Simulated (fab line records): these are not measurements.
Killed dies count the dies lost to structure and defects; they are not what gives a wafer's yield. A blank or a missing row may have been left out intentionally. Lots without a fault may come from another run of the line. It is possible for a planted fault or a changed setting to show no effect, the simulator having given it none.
Matching of chambers | flow nand-harc | NHARC_A_CHANNEL_FILL_D1_CMP_10 on cmp-04 has 4 sister chambers
The step polishes, target thk 150 nm. 27 wafers are shown with their chamber, then 12 later ones without.

== WAFERS, EACH WITH ITS CHAMBER ==
wafer  | chamber | motor-current-A (A) | time-to-endpoint-s (s)
L074.1 | 3       | 13.2                | 9.9
L074.2 | 2       | 9.5                 | 12.5
L074.5 | 0       | 12.1                | 13.6
L074.3 | 1       | 13.0                | 17.2
L074.4 | 0       | 12.3                | 14.9
L074.6 | 3       | 12.8                | 9.8
L076.1 | 2       | 9.3                 | 12.8
L076.2 | 3       | 12.3                | 10.0
L076.5 | 1       | 13.4                | 19.3
L079.2 | 1       | 13.6                | 19.9
L079.3 | 0       | 12.0                | 15.0
L079.4 | 2       | 9.3                 | 12.4
L079.1 | 3       | 12.2                | 11.9
L079.5 | 0       | 11.8                | 14.7
L079.6 | 1       | 13.2                | 18.0
L082.2 | 3       | 13.0                | 13.4
L082.4 | 2       | 9.7                 | 13.6
L082.5 | 3       | 13.3                | 13.1
L082.1 | 1       | 13.8                | 21.7
L082.3 | 0       | 12.9                | 15.2
L082.6 | 0       | 11.9                | 13.6
L083.2 | 3       | 12.7                | 11.1
L083.4 | 1       | 12.9                | 18.8
L083.6 | 3       | 13.2                | 13.2
L083.1 | 2       | 9.4                 | 12.7
L083.3 | 0       | 12.3                | 15.3
L083.5 | 0       | 12.4                | 12.7

SIGNATURES (averages over the wafers above)
reading            | chamber 0 | chamber 1 | chamber 2 | chamber 3 | scatter within a chamber
motor-current-A    | 12.213    | 13.317    | 9.440     | 12.838    | 0.348
time-to-endpoint-s | 14.375    | 19.150    | 12.800    | 11.550    | 1.26
Rule: a wafer's distance from a chamber is the root of the sum, over the readings, of the square of ((its reading less the chamber's mean) divided by the reading's scatter). The wafer belongs to the nearest chamber; if the next one is less than 2 further off, it can't be placed. How the scatter is found: for the shown wafers, subtract from each reading the mean of its chamber, square and add these, divide the total by (wafers less chambers), then take the root.

== WAFERS WITH NO CHAMBER GIVEN ==
wafer  | motor-current-A (A) | time-to-endpoint-s (s)
L088.1 | 12.3                | 13.5
L088.3 | 13.6                | 15.5
L088.5 | 13.8                | 15.3
L094.1 | 9.5                 | 12.5
L094.2 | 12.9                | 17.3
L094.3 | 11.7                | 11.0
L095.2 | 8.7                 | 14.2
L095.4 | 14.6                | 16.8
L095.6 | 10.1                | 14.8
L097.2 | 13.2                | 11.1
L097.3 | 9.5                 | 12.8
L097.6 | 9.3                 | 12.0

== WHICH CHAMBER EACH ONE RAN IN ==
wafer  | from the rows above          | in truth
L088.1 | can't be placed: 0 or 3      | 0
L088.3 | can't be placed: 1 or 3 or 0 | 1
L088.5 | can't be placed: 1 or 3 or 0 | 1
L094.1 | 2                            | 2
L094.2 | can't be placed: 1 or 0      | 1
L094.3 | can't be placed: 0 or 3      | 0
L095.2 | 2                            | 2
L095.4 | 1                            | 1
L095.6 | 2                            | 2
L097.2 | 3                            | 3
L097.3 | 2                            | 2
L097.6 | 2                            | 2
Correctly placed: 7 of 12. From these rows, 5 cannot be placed; in 5 the true chamber is one of the candidates. Placed wrongly: 0.
